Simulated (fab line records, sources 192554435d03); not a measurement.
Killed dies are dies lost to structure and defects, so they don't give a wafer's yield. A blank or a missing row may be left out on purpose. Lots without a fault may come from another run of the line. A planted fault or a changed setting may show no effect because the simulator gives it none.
fab line records | flow n5_finfet
record lots=7 wafers=39
route steps=1938 shown BEOL_M14@1716 PAD_METAL@1895
start_h: hours from the record's first day to the start of the lot's first wafer shown | wait_h: hours since the lot's step before | " the same as in the row above | L1.1+2: a row that stands for several wafers | - no value, or no start given | * or withheld: withheld | < > ~ a bound
route shown NAME@n: a module of which the file shows steps, and the number in the route of the first | usual: mean/standard deviation of fault-free wafers | same: alike in all rows | chamber/n: place in a boat | sites: the reading at each site | _std_site: their standard deviation | _edge_site: outer sites' mean less inner sites' | radius_mm: how far each site lies from the wafer's centre | mask NAME#n: copy n | behind: the tool/chamber that last shaped the wafer | hold: why the lot was held/for how many hours/how that ended | device: the transistor (n, p or np) that didn't switch | end of line: the same wafers' tests at the end of the route | a step without rows: its recipe alone | killed: dies lost to structure and defects at the first sort, not the wafer's yield | map: a wafer's dies, x killed, . not, _ none there
set.NAME: the setting as run; set.NAME@STEP: as run at that earlier step | model.NAME: the simulator's own value behind a step, which no gauge read
lots whose settings were changed on purpose; a table a step, a row a wafer
## steps
# step N5_BEOL_M14_ILD_DEP_00
# recipe material=SiO2 target_thk_a=11193 temp_c=400 precursor=TEOS/O2 pressure_torr=6.5 rf_w=900 teos_flow_sccm=161.4 gas=O2 flow_sccm=2650 time_s=237.4
# columns lot.wafer tool chamber start_h wait_h set.target_thk_a model.SiO2_of_BEOL_M14_ILD_DEP_00.thk_nm
L076.1 pecvd-04 2 286.07 0.0 11193 1113
L076.2 " 1 " " 11193 1105
L076.3 " 0 " " 11193 1093
L076.4 " 2 " " 4770 468.8
L076.5 " 1 " " 4770 482.2
L076.6 " 0 " " 4770 474
L077.1 pecvd-03 0 286.34 0.0 9441 944
L077.2 " 1 " " 9441 945.8
L077.3 " 2 " " 11193 1097
L077.4 " 2 " " 9441 939.4
L077.5 " 1 " " 11193 1131
L077.6 " 0 " " 11193 1111
L083.1 pecvd-01 0 299.92 0.0 11193 1100
L083.3 " 1 " " 11193 1139
L083.5 " 0 " " 11193 1110
L088.1 pecvd-01 1 332.97 0.0 14620 1482
L088.2 " 2 " " 11193 1129
L088.3 " 0 " " 11193 1119
L088.4 " 1 " " 11193 1148
L088.5 " 0 " " 14620 1480
L088.6 " 2 " " 14620 1488
L085.1 pecvd-01 2 338.99 0.0 11193 1130
L085.2 " 0 " " 11193 1093
L085.3 " 1 " " 5852 586
L085.4 " 1 " " 5852 597.2
L085.5 " 2 " " 5852 605.2
L085.6 " 0 " " 11193 1117
L086.1 pecvd-04 2 347.09 0.0 15550 1542
L086.2 " 0 " " 15550 1514
L086.3 " 1 " " 11193 1103
L086.4 " 1 " " 15550 1556
L086.5 " 2 " " 11193 1132
L086.6 " 0 " " 11193 1101
L097.1+2 pecvd-03 2,0 412.81 0.0 11193 1109
L097.3 " 1 " " 11193 1122
L097.4 " 1 " " 11193 1136
L097.5 " 2 " " 11193 1120
L097.6 " 0 " " 11193 1127
# step N5_BEOL_M14_THK_MEAS_01
# recipe reads=SiO2_of_BEOL_M14_ILD_DEP_00
# usual M14_ILD_THK=1120/16
# columns lot.wafer tool chamber start_h wait_h set.target_thk_a@BEOL_M14_ILD_DEP_00 M14_ILD_THK[nm]
L076.1 film_metro-01 - 286.26 0.1 11193 1113
L076.2 " - " " 11193 1105
L076.3 " - " " 11193 1094
L076.4 " - " " 4770 469
L076.5 " - " " 4770 482
L076.6 " - " " 4770 475
L077.1 film_metro-02 - 286.53 0.1 9441 944
L077.2 " - " " 9441 947
L077.3 " - " " 11193 1097
L077.4 " - " " 9441 940
L077.5 " - " " 11193 1131
L077.6 " - " " 11193 1111
L083.1 film_metro-01 - 300.19 0.2 11193 1100
L083.3 " - " " 11193 1139
L083.5 " - " " 11193 1111
L088.1 film_metro-02 - 333.16 0.1 14620 1482
L088.2 " - " " 11193 1130
L088.3 " - " " 11193 1118
L088.4 " - " " 11193 1148
L088.5 " - " " 14620 1480
L088.6 " - " " 14620 1487
L085.1 film_metro-02 - 339.18 0.1 11193 1130
L085.2 " - " " 11193 1094
L085.3 " - " " 5852 586
L085.4 " - " " 5852 597
L085.5 " - " " 5852 605
L085.6 " - " " 11193 1117
L086.1 film_metro-02 - 347.28 0.1 15550 1542
L086.2 " - " " 15550 1515
L086.3 " - " " 11193 1102
L086.4 " - " " 15550 1556
L086.5 " - " " 11193 1133
L086.6 " - " " 11193 1100
L097.1 film_metro-02 - 413.00 0.1 11193 1111
L097.2 " - " " 11193 1110
L097.3 " - " " 11193 1122
L097.4 " - " " 11193 1137
L097.5 " - " " 11193 1119
L097.6 " - " " 11193 1127
# step N5_BEOL_M14_COAT_58
# recipe resist=BARC temp_c=205 time_s=60 spin_rpm=1500 resist_thk_nm=89
# step N5_BEOL_M14_COAT_04
# recipe spin_rpm=1704 resist_thk_nm=800
# step N5_BEOL_M14_DESCUM_15
# recipe chemistry=O2 time_s=7.9 source_power_w=50 bias_power_w=20 pressure_mtorr=20 rf_frequency_hz=2.712e+07 temp_c=40 o2_flow_sccm=225
# step N5_BEOL_M14_ETCH_59
# recipe chemistry=N2/H2 target=BARC target_depth_a=890 overetch_a=267 time_s=67.9 ion_energy_ev=200 pressure_mtorr=30 source_w=840 bias_w=150 n2_flow_sccm=200 h2_flow_sccm=200
# step N5_BEOL_M14_VIA_ETCH_16
# recipe chemistry=C4F8/O2/Ar target=SiO2 he_inner_torr=15 he_outer_torr=30 target_depth_a=12313 time_s=withheld ion_energy_ev=800 pressure_mtorr=20 source_w=1905 bias_w=2040 Ar_flow_sccm=400 C4F8_flow_sccm=16 O2_flow_sccm=12 ends=cleared
# columns lot.wafer tool chamber start_h wait_h set.target_thk_a@BEOL_M14_ILD_DEP_00 model.etch.depth_nm model.coat_of_BEOL_M14_COAT_04.thk_nm
L076.1 rie_diel-03 1 286.86 0.0 11193 1113 457.4
L076.2 " 0 " " 11193 1105 452.8
L076.3 " 2 " " 11193 1093 462.2
L076.4 " 3 " " 4770 468.7 611.4
L076.5 " 2 " " 4770 482.1 608
L076.6 " 3 " " 4770 473.9 609.4
L077.1 rie_diel-01 2 287.13 0.0 9441 944 489.8
L077.2 " 0 " " 9441 945.8 497
L077.3 " 3 " " 11193 1097 455.6
L077.4 " 2 " " 9441 939.3 491.8
L077.5 " 3 " " 11193 1131 446.8
L077.6 " 0 " " 11193 1111 457.4
L083.1 rie_diel-03 1 300.67 0.0 11193 1100 456
L083.3 " 2 " " 11193 1139 454
L083.5 " 0 " " 11193 1110 452.2
L088.1 rie_diel-06 3 333.77 0.0 14620 1482 373.6
L088.2 " 0 " " 11193 1129 450.6
L088.3 " 1 " " 11193 1119 452.6
L088.4 " 2 " " 11193 1148 445.6
L088.5 " 1 " " 14620 1480 366.6
L088.6 " 0 " " 14620 1488 369.8
L085.1 rie_diel-03 0 339.78 0.0 11193 1130 446.6
L085.2 " 2 " " 11193 1093 465
L085.3 " 3 " " 5852 586.1 582
L085.4 " 2 " " 5852 597.1 582
L085.5 " 0 " " 5852 605.3 573
L085.6 " 3 " " 11193 1117 457.2
L086.1 rie_diel-03 3 347.77 0.0 15550 1542 355.2
L086.2 " 2 " " 15550 1514 363.8
L086.3 " 1 " " 11193 1103 453.2
L086.4 " 0 " " 15550 1556 340.2
L086.5 " 1 " " 11193 1132 446.4
L086.6 " 0 " " 11193 1101 448.4
L097.1 rie_diel-01 1 413.61 0.0 11193 1109 444.4
L097.2 " 2 " " 11193 1109 452.2
L097.3 " 3 " " 11193 1122 450.2
L097.4 " 0 " " 11193 1136 450
L097.5 " 1 " " 11193 1120 446.2
L097.6 " 0 " " 11193 1127 450.2
# step N5_PASSIVATION_SPUTTER_20
# recipe material=TaN target_thk_a=500 temp_c=25 chamber_pressure_pa=0.4
# columns lot.wafer tool chamber start_h wait_h set.target_thk_a model.TaN_of_PASSIVATION_SPUTTER_20.thk_nm
L076.1 pvd_sputter-01 - 310.24 0.0 657.2 66.4
L076.2 " - " " 500 50.6
L076.3 " - " " 500 50
L076.4 " - " " 657.2 65.6
L076.5 " - " " 657.2 65.8
L076.6 " - " " 500 50.4
L077.1+6 pvd_sputter-02 - 311.32 0.0 500 49.4
L077.2 " - " " 393.4 38.2
L077.3 " - " " 393.4 38.4
L077.4 " - " " 393.4 38.8
L077.5 " - " " 500 48.8
L083.1+5 pvd_sputter-01 - 322.28 0.0 500 50
L083.3 " - " " 500 50.8
L088.1 pvd_sputter-01 - 354.64 0.0 395.6 40.4
L088.2 " - " " 500 50.2
L088.3 " - " " 500 50.6
L088.4 " - " " 395.6 39.8
L088.5 " - " " 395.6 40.2
L088.6 " - " " 500 50.8
L085.1 pvd_sputter-02 - 359.01 0.0 500 49.2
L085.2 " - " " 500 48.8
L085.3+5 " - " " 644.7 63.6
L085.4 " - " " 500 48.6
L085.6 " - " " 644.7 62.8
L086.1 pvd_sputter-03 - 364.03 0.0 500 49.6
L086.2+5 " - " " 500 51.2
L086.3 " - " " 500 50.8
L086.4+6 " - " " 500 50
L097.1 pvd_sputter-02 - 431.99 0.0 500 50
L097.2+3+4+5 " - " " 500 50.4
L097.6 " - " " 500 49.8
## key
split step=N5_BEOL_M14_ILD_DEP_00 setting=target_thk_a stated=11193 by=wafer
response step=N5_BEOL_M14_ILD_DEP_00 reading=model.SiO2_of_BEOL_M14_ILD_DEP_00.thk_nm change=+11 per=1% r=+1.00
response step=N5_BEOL_M14_THK_MEAS_01 reading=M14_ILD_THK change=+11 per=1% r=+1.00
response step=N5_BEOL_M14_VIA_ETCH_16 reading=model.etch.depth_nm change=+11 per=1% r=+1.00
response step=N5_BEOL_M14_VIA_ETCH_16 reading=model.coat_of_BEOL_M14_COAT_04.thk_nm change=-2.59 per=1% r=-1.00
split step=N5_PASSIVATION_SPUTTER_20 setting=target_thk_a stated=500 by=wafer
response step=N5_PASSIVATION_SPUTTER_20 reading=model.TaN_of_PASSIVATION_SPUTTER_20.thk_nm change=+0.499 per=1% r=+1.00
